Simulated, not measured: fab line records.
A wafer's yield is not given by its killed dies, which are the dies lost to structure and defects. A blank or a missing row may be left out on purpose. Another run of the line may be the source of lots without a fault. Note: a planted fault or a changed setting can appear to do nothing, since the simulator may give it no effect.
What tool caused it? | flow nand harc | 12 lots, 36 wafers sampled, at 2 steps of a route of 1302

== WHAT THE GAUGES READ, wafer by wafer ==
NHARC_P_CONTACT_INSPECT_27.
lot  | measured     | on                | raw defect count
L075 | day 6 12:33  | defect inspect-02 | 244 301 233
L077 | day 7 01:55  | defect inspect-02 | 416 339 597
L079 | day 8 01:07  | defect inspect-02 | 384 292 452
L081 | day 9 03:10  | defect inspect-02 | 154 149 152
L083 | day 9 22:29  | defect inspect-02 | 296 1183 418
L085 | day 10 15:33 | defect inspect-01 | 391 291 258
L087 | day 11 08:21 | defect inspect-02 | 180 149 377
L088 | day 12 02:13 | defect inspect-02 | 442 245 220
L091 | day 12 19:44 | defect inspect-02 | 412 414 477
L093 | day 13 20:44 | defect inspect-02 | 442 528 321
L095 | day 14 14:32 | defect inspect-02 | 483 212 290
L097 | day 15 10:20 | defect inspect-02 | 184 244 206

== EACH LOT AND THE TOOL THAT RAN IT (in order: tool; ch and the chambers of the sampled wafers; start) ==
lot  | NHARC_P_CONTACT_DEGAS_38
L075 | pvd sputter-03, day 6 11:02
L077 | pvd sputter-01, day 7 00:13
L079 | pvd sputter-02, day 7 23:25
L081 | pvd sputter-02, day 9 01:41
L083 | pvd sputter-01, day 9 20:59
L085 | pvd sputter-02, day 10 14:02
L087 | pvd sputter-03, day 11 06:51
L088 | pvd sputter-02, day 12 00:44
L091 | pvd sputter-01, day 12 18:15
L093 | pvd sputter-01, day 13 19:13
L095 | pvd sputter-03, day 14 13:04
L097 | pvd sputter-01, day 15 08:51
- NHARC_P_CONTACT_DEGAS_38: time 60 s.

== THE ANSWER, worked out from the rows above alone ==
Rule: what is usual is taken from the lots themselves. Put in order of their means at a reading, lots are off if they are a third of the lots or fewer, leave a main group of 4 or more, and stand apart from it by a gap of 3 or more times the standard deviation of the main group's means; of several such gaps the widest counts. Not used: any main group whose means are identical at the precision the tables above print for the reading. Also off: a lot with no number at a reading for which 4 or more lots have one. All remaining lots with rows at the step are treated as sound.
None of the lots is off at any reading shown; this tells nothing.

== WHAT THE SIMULATOR HAD INSERTED ==
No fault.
